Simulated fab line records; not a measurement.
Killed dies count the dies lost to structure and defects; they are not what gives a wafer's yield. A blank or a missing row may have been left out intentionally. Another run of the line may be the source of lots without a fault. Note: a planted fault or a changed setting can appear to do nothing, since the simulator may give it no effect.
fab line records	flow n5-finfet
[record] lots = 7	wafers = 21
route steps=1938 shown ZERO_LAYER@4 FIN_SAQP@94 FIN_CUT@173 DUMMY_GATE@246 SD_EPI_N@288
start-h: hours from the record's first day to the start of the lot's first wafer shown	wait-h: hours since the lot's step before	" as in the row above	L1.1+2: a single row standing in for several wafers	- no value present, or no start provided	* or withheld: withheld	< > ~ a bound
route shown NAME@n: names a module that has steps shown in the file, with the first one's number in the route	usual: the fault-free wafers' mean and standard deviation	same: alike in all rows	chamber/n: place in a boat	sites: the reading at each site	_std_site: the standard deviation of these	_edge_site: the outer-site mean with the inner-site mean subtracted	radius-mm: how far each site lies from the wafer's centre	mask NAME#n: copy n	behind: the last tool/chamber to shape the wafer	hold: why the lot was held/for how many hours/how that ended	device: names the non-switching transistor (n, p or np)	end of line: the tests these same wafers got at the end of their route	where a step has no rows: the recipe by itself	killed: dies that structure and defects cost at the first sort, which is not the same as the wafer's yield	map: per-die view of a wafer (x killed, . not killed, _ where there is no die)
set.NAME: the setting as run; set.NAME@STEP: as run at that earlier step	model.NAME: the simulator's own value behind a step, which no gauge read
lots run with intentionally changed settings; tables by step, rows by wafer
[[steps]]
[step N5_ZERO_LAYER_PECVD_02]
[recipe] material = SiO2	target-thk-a = 100	temp-c = 400	precursor = SiH4/N2O	pressure-torr = 0.75	rf-w = 275	time-s = 6
lot.wafer	tool	chamber	start-h	wait-h	set.time-s	model.SiO2_of_ZERO_LAYER_PECVD_02.thk-nm
L075.2	pecvd-04	0	18.28	0.0	6	9.971
L075.5	"	2	"	"	6	10.04
L075.6	"	1	"	"	6.247	10.44
L081.2	pecvd-01	2	54.28	0.0	6	9.726
L081.3	"	0	"	"	6	9.642
L081.6	"	2	"	"	6	9.856
L083.1	pecvd-04	1	66.28	0.0	6	9.969
L083.4	"	1	"	"	6	10.05
L083.5	"	2	"	"	6	10.19
L085.2	pecvd-01	2	78.28	0.0	6	9.857
L085.5	"	1	"	"	6	9.752
L085.6	"	2	"	"	6	10.07
L087.3	pecvd-04	2	90.30	0.0	6	9.87
L087.5	"	1	"	"	6	9.953
L087.6	"	0	"	"	6	10.07
L094.3	pecvd-03	2	132.28	0.0	5.169	8.524
L094.5	"	0	"	"	6	9.937
L094.6	"	2	"	"	5.169	8.592
L095.1	pecvd-01	1	138.29	0.0	5.318	8.479
L095.4	"	1	"	"	5.318	8.581
L095.5	"	1	"	"	6	9.932
[step N5_FIN_SAQP_ALD_61]
[recipe] material = SiO2	target-thk-a = 40	temp-c = 300	ald-precursor-family = BDEAS	ald-co-reactant = O2-plasma	pulse-time-s = 1	purge-time-s = 2	co-reactant-purge-time-s = 2	ald-cycles = 43	pressure-torr = 2
lot.wafer	tool	chamber	start-h	wait-h	set.ald-cycles	model.SiO2_of_FIN_SAQP_ALD_61.thk-nm
L075.2	ald-sin-04	2	26.12	0.2	37	3.427
L075.5	"	3	"	"	43	3.952
L075.6	"	2	"	"	43	3.998
L081.2	ald-sin-02	1	64.48	1.5	46	4.26
L081.3	"	3	"	"	43	3.987
L081.6	"	2	"	"	46	4.288
L083.1	ald-sin-03	1	74.76	0.0	43	3.985
L083.4	"	3	"	"	41	3.817
L083.5	"	1	"	"	43	3.978
L085.2	ald-sin-03	1	86.07	0.0	43	3.963
L085.5	"	3	"	"	43	4.012
L085.6	"	0	"	"	43	3.956
L087.3	ald-sin-02	1	99.41	1.5	49	4.537
L087.5	"	1	"	"	43	3.98
L087.6	"	0	"	"	49	4.551
L094.3	ald-sin-04	1	140.84	0.0	43	3.972
L094.5	"	0	"	"	39	3.648
L094.6	"	1	"	"	43	3.992
L095.1	ald-sin-02	3	146.33	0.0	47	4.389
L095.4	"	0	"	"	43	4.002
L095.5	"	0	"	"	43	3.983
[step N5_FIN_SAQP_PECVD_06]
[recipe] material = a-Si	target-thk-a = 600	temp-c = 400	precursor = SiH4/He	pressure-torr = 3	rf-w = 100	time-s = 48.1
lot.wafer	tool	chamber	start-h	wait-h	set.time-s	model.a-Si_of_FIN_SAQP_PECVD_06.thk-nm
L075.2	pecvd-01	2	26.75	0.0	48.1	60.14
L075.5	"	2	"	"	48.1	60.63
L075.6	"	1	"	"	48.1	60.85
L081.2	pecvd-03	0	65.16	0.0	48.1	59.76
L081.3	"	1	"	"	48.1	60.37
L081.6	"	1	"	"	48.1	61.53
L083.1	pecvd-02	1	75.40	0.0	41.5	50.76
L083.4	"	1	"	"	48.1	60.18
L083.5	"	2	"	"	48.1	59.97
L085.2	pecvd-02	0	86.69	0.0	48.1	59.38
L085.5	"	1	"	"	48.1	59.69
L085.6	"	0	"	"	48.1	60.36
L087.3	pecvd-02	0	100.04	0.0	51.53	63.14
L087.5	"	0	"	"	48.1	59.29
L087.6	"	2	"	"	51.53	63.85
L094.3	pecvd-02	1	141.57	0.0	52.08	64.13
L094.5	"	2	"	"	52.08	64.15
L094.6	"	1	"	"	48.1	59.91
L095.1	pecvd-02	2	146.98	0.0	48.1	58.39
L095.4	"	2	"	"	45.4	55.98
L095.5	"	0	"	"	45.4	56.75
[step N5_FIN_SAQP_THK_MEAS_07]
[usual] thk-nm = 60.1/0.91
lot.wafer	tool	chamber	start-h	wait-h	set.time-s@FIN_SAQP_PECVD_06	thk-nm
L075.2	film-metro-02	-	26.84	0.1	48.1	60.1
L075.5	"	-	"	"	48.1	60.6
L075.6	"	-	"	"	48.1	60.9
L081.2	film-metro-01	-	65.25	0.1	48.1	59.8
L081.3	"	-	"	"	48.1	60.4
L081.6	"	-	"	"	48.1	61.5
L083.1	film-metro-02	-	75.49	0.1	41.5	50.7
L083.4	"	-	"	"	48.1	60.2
L083.5	"	-	"	"	48.1	60.0
L085.2	film-metro-01	-	86.78	0.1	48.1	59.4
L085.5	"	-	"	"	48.1	59.7
L085.6	"	-	"	"	48.1	60.4
L087.3	film-metro-02	-	100.13	0.1	51.53	63.2
L087.5	"	-	"	"	48.1	59.3
L087.6	"	-	"	"	51.53	63.8
L094.3	film-metro-01	-	141.67	0.1	52.08	64.1
L094.5	"	-	"	"	52.08	64.2
L094.6	"	-	"	"	48.1	59.9
L095.1	film-metro-02	-	147.07	0.1	48.1	58.4
L095.4	"	-	"	"	45.4	56.0
L095.5	"	-	"	"	45.4	56.7
[step N5_FIN_SAQP_HM_DEP_72]
[recipe] material = SiO2	target-thk-a = 120	temp-c = 400	precursor = SiH4/N2O	pressure-torr = 0.75	rf-w = 275	time-s = 7.2
[step N5_FIN_SAQP_COAT_49]
[recipe] resist = SOC	temp-c = 250	time-s = 60	spin-rpm = 1500	resist-thk-nm = 100
[step N5_FIN_SAQP_HM_OPEN_73]
[recipe] chemistry = CHF3/O2	target = SiO2	stop-on = a-Si	target-depth-a = 120	over-etch-frac = 1.8	mask-material = SOC	time-s = 16.8	pressure-mtorr = 30	source-w = 650	bias-w = 170	Ar_flow_sccm = 200	CHF3_flow_sccm = 50	O2_flow_sccm = 5	ion-energy-ev = 200	ends = end-point
[step N5_FIN_SAQP_STRIP_74]
[recipe] chemistry = CHF3/O2	resist = SiARC	rf-frequency-hz = 6e+07
[step N5_FIN_SAQP_MANDREL_ETCH_22]
[recipe] target-depth-a = 600	chemistry = HBr/Cl2	target = a-Si	stop-on = SiNx	bt-time-s = 10	over-etch-frac = 0.5	time-s = 30	pressure-mtorr = 10	icp-w = 800	bias-w = 75	HBr_flow_sccm = 150	Cl2_flow_sccm = 80	ends = end-point
[usual] oes-product-au = 0.762/0.013
lot.wafer	tool	chamber	start-h	wait-h	set.time-s@FIN_SAQP_PECVD_06	oes-product-au	model.etch.depth-nm
L075.2	rie-si-01	2	27.70	0.0	48.1	0.750	60.14
L075.5	"	2	"	"	48.1	0.763	60.63
L075.6	"	3	"	"	48.1	0.764	60.83
L081.2	rie-si-01	2	66.12	0.0	48.1	0.753	59.76
L081.3	"	3	"	"	48.1	0.755	60.37
L081.6	"	1	"	"	48.1	0.776	61.53
L083.1	rie-si-01	3	76.38	0.0	41.5	0.683	50.74
L083.4	"	1	"	"	48.1	0.762	60.16
L083.5	"	0	"	"	48.1	0.742	59.95
L085.2	rie-si-01	0	87.65	0.0	48.1	0.736	59.38
L085.5	"	1	"	"	48.1	0.758	59.61
L085.6	"	0	"	"	48.1	0.751	60.25
L087.3	rie-si-04	2	100.99	0.0	51.53	0.802	63.03
L087.5	"	0	"	"	48.1	0.768	59.29
L087.6	"	3	"	"	51.53	0.798	63.77
L094.3	rie-si-01	1	142.42	0.0	52.08	0.782	64.06
L094.5	"	0	"	"	52.08	0.768	64.1
L094.6	"	1	"	"	48.1	0.758	59.91
L095.1	rie-si-01	2	148.38	0.0	48.1	0.731	58.37
L095.4	"	3	"	"	45.4	0.720	55.98
L095.5	"	3	"	"	45.4	0.724	56.75
[step N5_FIN_SAQP_STRIP_55]
[recipe] chemistry = N2/H2	power-w = 500	temp-c = 40	pressure-mtorr = 50	rf-frequency-hz = 6e+07	overash-fraction = 0.3	bias-power-w = 28	h2-frac = 0.5	n2-flow-sccm = 300	h2-flow-sccm = 300
[step N5_FIN_SAQP_STRIP_23]
[recipe] chemistry = SPM	time-s = 750	temp-c = 130	h2so4-h2o2-vol-ratio = 4
[step N5_FIN_SAQP_SRD_66]
[recipe] dry = ipa-marangoni	time-s = 30	temp-c = 23	rinse-liquid = diw
[step N5_FIN_SAQP_RECESS_75]
[recipe] chemistry = HF/NH3	target = SiO2	target-depth-a = 144	afs-cycles = 3	temp-c = 30	sublimation-temp-c = 180	sublimation-time-s = 60
[step N5_FIN_SAQP_SPACER1_ALD_24]
[recipe] material = SiO2	target-thk-a = 203	temp-c = 300	ald-precursor-family = BDEAS	ald-co-reactant = O2-plasma	pulse-time-s = 1	purge-time-s = 2	co-reactant-purge-time-s = 2	ald-cycles = 218	pressure-torr = 2
lot.wafer	tool	chamber	start-h	wait-h	set.time-s@FIN_SAQP_PECVD_06	model.a-Si_of_FIN_SAQP_PECVD_06.thk-nm
L075.2	ald-sin-04	2	28.50	0.3	48.1	60
L075.5	"	3	"	"	48.1	60.4
L075.6	"	0	"	"	48.1	60.6
L081.2	ald-sin-03	3	67.45	0.6	48.1	59.6
L081.3	"	0	"	"	48.1	60.2
L081.6	"	1	"	"	48.1	61.4
L083.1	ald-sin-03	0	77.22	0.3	41.5	50.6
L083.4	"	3	"	"	48.1	60
L083.5	"	2	"	"	48.1	59.8
L085.2	ald-sin-02	0	90.00	1.7	48.1	59.2
L085.5	"	1	"	"	48.1	59.4
L085.6	"	2	"	"	48.1	60
L087.3	ald-sin-03	1	102.18	0.5	51.53	62.8
L087.5	"	1	"	"	48.1	59.2
L087.6	"	0	"	"	51.53	63.6
L094.3	ald-sin-02	2	144.43	1.4	52.08	63.8
L094.5	"	2	"	"	52.08	64
L094.6	"	3	"	"	48.1	59.8
L095.1	ald-sin-03	3	149.20	0.3	48.1	58.2
L095.4	"	1	"	"	45.4	55.8
L095.5	"	0	"	"	45.4	56.6
[step N5_FIN_CUT_CUT_ETCH_26]
[recipe] chemistry = CH3F/O2	target = SiNx	target-depth-a = 390	mask-material = SOC	time-s = 55.7	pressure-mtorr = 30	source-w = 395	bias-w = 73	Ar_flow_sccm = 150	CH3F_flow_sccm = 30	O2_flow_sccm = 20	ion-energy-ev = 120
lot.wafer	tool	chamber	start-h	wait-h	set.time-s	model.etch.depth-nm	model.SOC_of_FIN_CUT_COAT_18.thk-nm
L075.2	rie-diel-03	2	32.86	0.0	55.7	38.29	212.4
L075.5	"	2	"	"	55.7	38.19	212.6
L075.6	"	1	"	"	59.34	41.36	210.4
L081.2	rie-diel-04	1	71.37	0.0	55.7	39.29	210.6
L081.3	"	3	"	"	47.89	33.38	212.6
L081.6	"	1	"	"	47.89	33.88	213
L083.1	rie-diel-04	2	81.92	0.0	64.94	44.34	209
L083.4	"	1	"	"	64.94	45.66	208.4
L083.5	"	1	"	"	55.7	39.07	211.4
L085.2	rie-diel-04	2	94.22	0.0	55.7	38.21	212.8
L085.5	"	0	"	"	55.7	39.23	212.2
L085.6	"	1	"	"	55.7	39.06	212.2
L087.3	rie-diel-03	3	106.86	0.0	55.7	39.06	212
L087.5	"	1	"	"	55.7	39.14	211.6
L087.6	"	2	"	"	66.55	45.92	209
L094.3	rie-diel-04	1	148.69	0.0	44.32	31.04	215
L094.5	"	0	"	"	55.7	39.24	211.6
L094.6	"	2	"	"	44.32	30.39	215.6
L095.1	rie-diel-01	1	153.45	0.0	55.7	39	210.8
L095.4	"	2	"	"	55.7	37.86	210.4
L095.5	"	0	"	"	55.7	37.58	210.6
[step N5_FIN_CUT_CUT_ETCH_27]
[recipe] chemistry = CHF3/O2	target = SiO2	target-depth-a = 40	mask-material = SOC	overetch-a = 20	time-s = 4.9	pressure-mtorr = 30	source-w = 650	bias-w = 170	Ar_flow_sccm = 200	CHF3_flow_sccm = 50	O2_flow_sccm = 5	ion-energy-ev = 200
lot.wafer	tool	chamber	start-h	wait-h	set.target-depth-a
L075.2+6	rie-diel-03	2,1	32.90	0.0	36.38
L075.5	"	2	"	"	40
L081.2+3+6	rie-diel-04	1,3,1	71.42	0.0	40
L083.1	rie-diel-04	2	81.96	0.0	40
L083.4+5	"	1	"	"	36.01
L085.2+5+6	rie-diel-04	2,0,1	94.26	0.0	40
L087.3+5+6	rie-diel-03	3,1,2	106.91	0.0	40
L094.3	rie-diel-04	1	148.74	0.0	40
L094.5+6	"	0,2	"	"	36.12
L095.1+5	rie-diel-01	1,0	153.49	0.0	37.25
L095.4	"	2	"	"	40
[step N5_FIN_CUT_PRECLEAN_35]
[recipe] time-s = 13.3	temp-c = 45	pressure-torr = 125	p-hf-torr = 3	p-coreactant-torr = 25	chemistry = vHF
[step N5_FIN_CUT_CUT_ETCH_15]
[recipe] chemistry = HBr/Cl2/O2	target = Si	target-depth-a = 1000	bt-time-s = 10	mask-material = SOC	time-s = 42.4	ion-energy-ev = *	bias-w = *	pressure-mtorr = 10	icp-w = 800	HBr_flow_sccm = 150	Cl2_flow_sccm = 80	O2_flow_sccm = 12
lot.wafer	tool	chamber	start-h	wait-h	set.time-s@FIN_CUT_CUT_ETCH_26	model.SOC_of_FIN_CUT_COAT_18.thk-nm
L075.2+5	rie-si-06	0	33.05	0.1	55.7	171.2
L075.6	"	1	"	"	59.34	170.2
L081.2	rie-si-05	0	71.56	0.1	55.7	168.6
L081.3+6	"	3,0	"	"	47.89	171.2
L083.1	rie-si-06	3	82.11	0.1	64.94	167.8
L083.4	"	1	"	"	64.94	168.8
L083.5	"	0	"	"	55.7	170.8
L085.2	rie-si-03	2	94.41	0.1	55.7	171.2
L085.5+6	"	2,3	"	"	55.7	170.4
L087.3	rie-si-05	3	107.06	0.0	55.7	171.4
L087.5	"	2	"	"	55.7	171.2
L087.6	"	3	"	"	66.55	168.2
L094.3	rie-si-03	2	148.96	0.0	44.32	173
L094.5	"	0	"	"	55.7	170.4
L094.6	"	3	"	"	44.32	174.4
L095.1	rie-si-05	0	153.64	0.1	55.7	169.6
L095.4+5	"	3,0	"	"	55.7	169.4
[step N5_DUMMY_GATE_ETCH_32]
[recipe] chemistry = CF4	target = SiO2	target-depth-a = 35	time-s = 3.9	ion-energy-ev = 350	pressure-mtorr = 10	icp-w = 800	bias-w = 400	cf4-flow-sccm = 80
lot.wafer	tool	chamber	start-h	wait-h	set.time-s	model.etch.depth-nm
L075.2	rie-si-03	1	51.62	0.1	3.4	3.09
L075.5	"	1	"	"	3.9	3.577
L075.6	"	2	"	"	3.9	3.527
L081.2	rie-si-05	3	92.79	0.1	3.9	3.467
L081.3	"	0	"	"	4.223	3.816
L081.6	"	0	"	"	3.9	3.539
L083.1	rie-si-05	2	101.13	0.1	3.9	3.461
L083.4	"	0	"	"	4.712	4.286
L083.5	"	1	"	"	4.712	4.283
L085.2+5	rie-si-06	1	122.31	0.1	3.9	3.431
L085.6	"	2	"	"	3.9	3.554
L087.3	rie-si-06	2	128.06	0.1	3.9	3.514
L087.5	"	1	"	"	3.368	2.98
L087.6	"	2	"	"	3.368	3.098
L094.3	rie-si-03	2	168.24	0.1	4.226	3.809
L094.5	"	0	"	"	3.9	3.522
L094.6	"	3	"	"	4.226	3.858
L095.1	rie-si-03	1	172.84	0.1	3.9	3.575
L095.4	"	0	"	"	3.9	3.539
L095.5	"	2	"	"	3.9	3.523
[step N5_SD_EPI_N_EPI_21]
[recipe] material = Si:P	dopant = P	temp-c = 680	pressure-torr = 255	time-s = 690
lot.wafer	tool	chamber	start-h	wait-h	set.time-s	model.Si-P_of_SD_EPI_N_EPI_21.thk-nm
L075.2	epi-rpcvd-01	0	55.32	0.4	690	59.4
L075.5	"	0	"	"	613.3	54.6
L075.6	"	0	"	"	613.3	55
L081.2	epi-rpcvd-03	0	96.43	0.4	606	54.8
L081.3	"	0	"	"	606	55
L081.6	"	0	"	"	690	59.2
L083.1+5	epi-rpcvd-03	0	104.98	0.1	690	58.6
L083.4	"	0	"	"	690	58.8
L085.2	epi-rpcvd-01	0	126.16	0.4	690	59
L085.5	"	0	"	"	690	58.6
L085.6	"	0	"	"	690	58.4
L087.3+6	epi-rpcvd-02	0	131.75	0.7	690	59.2
L087.5	"	0	"	"	690	59.4
L094.3	epi-rpcvd-01	0	172.82	0.7	795.4	65
L094.5	"	0	"	"	690	59.2
L094.6	"	0	"	"	690	59
L095.1	epi-rpcvd-01	0	176.21	0.1	625.9	55.4
L095.4	"	0	"	"	690	59.8
L095.5	"	0	"	"	690	58.6
[step N5_SD_EPI_N_EPI_MEAS_23]
[recipe] mode = xrd
[usual] thk-nm = 59.0/1.2
lot.wafer	tool	chamber	start-h	wait-h	set.time-s@SD_EPI_N_EPI_21	thk-nm
L075.2	film-metro-02	-	56.76	1.2	690	58.7
L075.5	"	-	"	"	613.3	52.9
L075.6	"	-	"	"	613.3	56.5
L081.2	film-metro-02	-	97.87	1.2	606	53.7
L081.3	"	-	"	"	606	53.4
L081.6	"	-	"	"	690	60.2
L083.1	film-metro-02	-	106.70	1.4	690	57.3
L083.4	"	-	"	"	690	59.0
L083.5	"	-	"	"	690	58.8
L085.2	film-metro-01	-	127.60	1.2	690	59.5
L085.5	"	-	"	"	690	59.2
L085.6	"	-	"	"	690	59.2
L087.3	film-metro-01	-	132.91	0.9	690	57.9
L087.5	"	-	"	"	690	59.8
L087.6	"	-	"	"	690	58.7
L094.3	film-metro-02	-	173.98	0.9	795.4	64.9
L094.5	"	-	"	"	690	58.5
L094.6	"	-	"	"	690	58.2
L095.1	film-metro-01	-	177.92	1.5	625.9	56.2
L095.4	"	-	"	"	690	59.6
L095.5	"	-	"	"	690	56.3
[step N5_SD_EPI_N_PRECLEAN_24]
[recipe] chemistry = O3/DIW	time-s = 60	temp-c = 22	o3-ppm = 10
lot.wafer	tool	chamber	start-h	wait-h	set.time-s@SD_EPI_N_EPI_21	model.Si-P_of_SD_EPI_N_EPI_21.thk-nm
L075.2	wet-bench-03	3	56.80	0.0	690	59
L075.5	"	7	"	"	613.3	54.2
L075.6	"	2	"	"	613.3	54.6
L081.2	wet-bench-06	2	97.91	0.0	606	54.4
L081.3	"	7	"	"	606	54.6
L081.6	"	4	"	"	690	58.8
L083.1+5	wet-bench-03	6,1	106.73	0.0	690	58.2
L083.4	"	0	"	"	690	58.4
L085.2	wet-bench-03	4	127.64	0.0	690	58.6
L085.5	"	2	"	"	690	58.2
L085.6	"	7	"	"	690	58
L087.3+6	wet-bench-02	4,3	132.94	0.0	690	58.8
L087.5	"	2	"	"	690	59
L094.3	wet-bench-03	3	174.01	0.0	795.4	64.4
L094.5	"	2	"	"	690	58.8
L094.6	"	6	"	"	690	58.6
L095.1	wet-bench-06	7	177.96	0.0	625.9	55
L095.4	"	5	"	"	690	59.4
L095.5	"	3	"	"	690	58.2
[[key]]
[split] step = N5_ZERO_LAYER_PECVD_02	setting = time-s	stated = 6	by = wafer
[response] step = N5_ZERO_LAYER_PECVD_02	reading = model.SiO2_of_ZERO_LAYER_PECVD_02.thk-nm	change = +0.109	per = 1%	r = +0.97
[split] step = N5_FIN_SAQP_ALD_61	setting = ald-cycles	stated = 43	by = wafer
[response] step = N5_FIN_SAQP_ALD_61	reading = model.SiO2_of_FIN_SAQP_ALD_61.thk-nm	change = +0.0396	per = 1%	r = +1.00
[split] step = N5_FIN_SAQP_PECVD_06	setting = time-s	stated = 48.1	by = wafer
[response] step = N5_FIN_SAQP_PECVD_06	reading = model.a-Si_of_FIN_SAQP_PECVD_06.thk-nm	change = +0.602	per = 1%	r = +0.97
[response] step = N5_FIN_SAQP_THK_MEAS_07	reading = thk-nm	change = *	per = 1%	r = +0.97
[response] step = N5_FIN_SAQP_MANDREL_ETCH_22	reading = oes-product-au	change = +0.00404	per = 1%	r = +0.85
[response] step = N5_FIN_SAQP_MANDREL_ETCH_22	reading = model.etch.depth-nm	change = +0.598	per = 1%	r = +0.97
[response] step = N5_FIN_SAQP_SPACER1_ALD_24	reading = model.a-Si_of_FIN_SAQP_PECVD_06.thk-nm	change = +0.594	per = 1%	r = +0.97
[split] step = N5_FIN_CUT_CUT_ETCH_26	setting = time-s	stated = 55.7	by = wafer
[response] step = N5_FIN_CUT_CUT_ETCH_26	reading = model.etch.depth-nm	change = +0.385	per = 1%	r = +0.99
[response] step = N5_FIN_CUT_CUT_ETCH_26	reading = model.SOC_of_FIN_CUT_COAT_18.thk-nm	change = -0.167	per = 1%	r = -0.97
[response] step = N5_FIN_CUT_CUT_ETCH_15	reading = model.SOC_of_FIN_CUT_COAT_18.thk-nm	change = -0.162	per = 1%	r = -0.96
[split] step = N5_FIN_CUT_CUT_ETCH_27	setting = target-depth-a	stated = 40	by = wafer
response none clear
[split] step = N5_DUMMY_GATE_ETCH_32	setting = time-s	stated = 3.9	by = wafer
[response] step = N5_DUMMY_GATE_ETCH_32	reading = model.etch.depth-nm	change = +0.0377	per = 1%	r = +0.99
[split] step = N5_SD_EPI_N_EPI_21	setting = time-s	stated = 690	by = wafer
[response] step = N5_SD_EPI_N_EPI_21	reading = model.Si-P_of_SD_EPI_N_EPI_21.thk-nm	change = +0.387	per = 1%	r = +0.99
[response] step = N5_SD_EPI_N_EPI_MEAS_23	reading = thk-nm	change = *	per = 1%	r = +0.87
[response] step = N5_SD_EPI_N_PRECLEAN_24	reading = model.Si-P_of_SD_EPI_N_EPI_21.thk-nm	change = +0.382	per = 1%	r = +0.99
